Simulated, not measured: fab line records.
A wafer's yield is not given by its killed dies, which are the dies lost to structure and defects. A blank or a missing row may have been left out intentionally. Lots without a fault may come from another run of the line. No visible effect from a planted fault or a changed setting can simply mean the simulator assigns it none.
Comparing a struck lot with a sound one | flow nand_harc | 15 steps out of a route of 1159
Sound: these wafers, L176.1, L176.4, L176.5. Wafers struck: L164.1, L164.2, L164.3. Last of all comes the cause.
At each step with rows: each side's tool, then ch and its chambers, then its first start. Under that, the readings that differ: sound wafers | struck wafers | difference of the means | sigmas: that difference in standard deviations of wafers without a fault.
alike: same words and numbers on both sides, and readings whose means sit less than 2 such deviations apart. not compared: any withheld reading, any reading some wafer has no value for, any bound like >300 that may hide the same value, and any number with overlapping values for which the record gives no deviation.
A row with sigmas, a row that says differs or no value, or rows on one side alone: a step with any of these is where the two part. Numbers that don't overlap but have no deviation are shown without sigmas and don't part them. Lack of a reading on every wafer of one side parts them only where that side has two or more wafers.

NHARC_P_ZERO_WELL_DESCUM_54: chemistry O2, time 3 s.
  sound on rie_diel-10 ch 0,2, day 6 12:00; struck on rie_diel-07 ch 0,2,3, day 3 12:28
  alike: drypump_motor_current_A, oes_product_au, rf_vpp_V, showerhead_plenum_p_Torr, throttle_valve_pct
  not compared: rf_hours_counter_h
then, 5 steps without rows for these wafers: NHARC_P_ZERO_WELL_IMPLANT_55; NHARC_P_ZERO_WELL_IMPLANT_61; NHARC_P_ZERO_WELL_STRIP_56 (strips in SPM, time 840 s); NHARC_P_ZERO_WELL_PRECLEAN_68 (cleans in SC1, time 60 s); NHARC_P_ZERO_WELL_SRD_69.
NHARC_P_ZERO_WELL_RTA_42: time 300 s.
  sound on rtp_anneal-01 ch 0, day 6 12:58; struck on rtp_anneal-01 ch 0, day 3 13:26
  alike: lamp_power_pct, lamp_zone_3_pct, lamp_zone_7_pct, wafer_temp_C_max
NHARC_P_ZERO_WELL_INSPECT_43:
  sound on defect_inspect-02, day 6 13:39; struck on defect_inspect-02, day 3 14:07
  alike: raw_defect_count
then, 4 steps without rows for these wafers: NHARC_P_STI_ETCH_26 (etches SiO2 in dHF, target depth 11 nm); NHARC_P_STI_PRECLEAN_27 (cleans in SC1); NHARC_P_STI_SRD_28; NHARC_P_STI_OXIDE_29 (material SiO2, target thk 10 nm, ox time 1362 s).
NHARC_P_STI_HM_DEP_30: deposits Si3N4, target thk 80 nm, time 873 s.
  sound on lpcvd-01 ch 0, day 7 05:24; struck on lpcvd-01 ch 0, day 4 05:33
  reading              | sound             | struck            | difference | sigmas
  susceptor_temp_C (C) | 790.1 791.0 789.9 | 789.8 789.3 789.7 | -0.7       | -2
  alike: spike_tc_lower_C, zone_power_upper_pct
then, 1 step without rows for these wafers: NHARC_P_STI_DEHYDRATE_01 (time 120 s).
-- jump in the record: it breaks off in module P_STI and resumes in module END (first step shown: number 1159 of the route), and 17 days separate the struck wafers' starts before and after --
NHARC_END_SORT_01:
  here the record holds rows for the struck wafers (prober-02 ch 0, day 21 04:52) but none for the sound ones

## WHERE THEY PART
Last at NHARC_END_SORT_01 as far as this record goes, first at NHARC_P_STI_HM_DEP_30.

WHY: what the simulator had put in
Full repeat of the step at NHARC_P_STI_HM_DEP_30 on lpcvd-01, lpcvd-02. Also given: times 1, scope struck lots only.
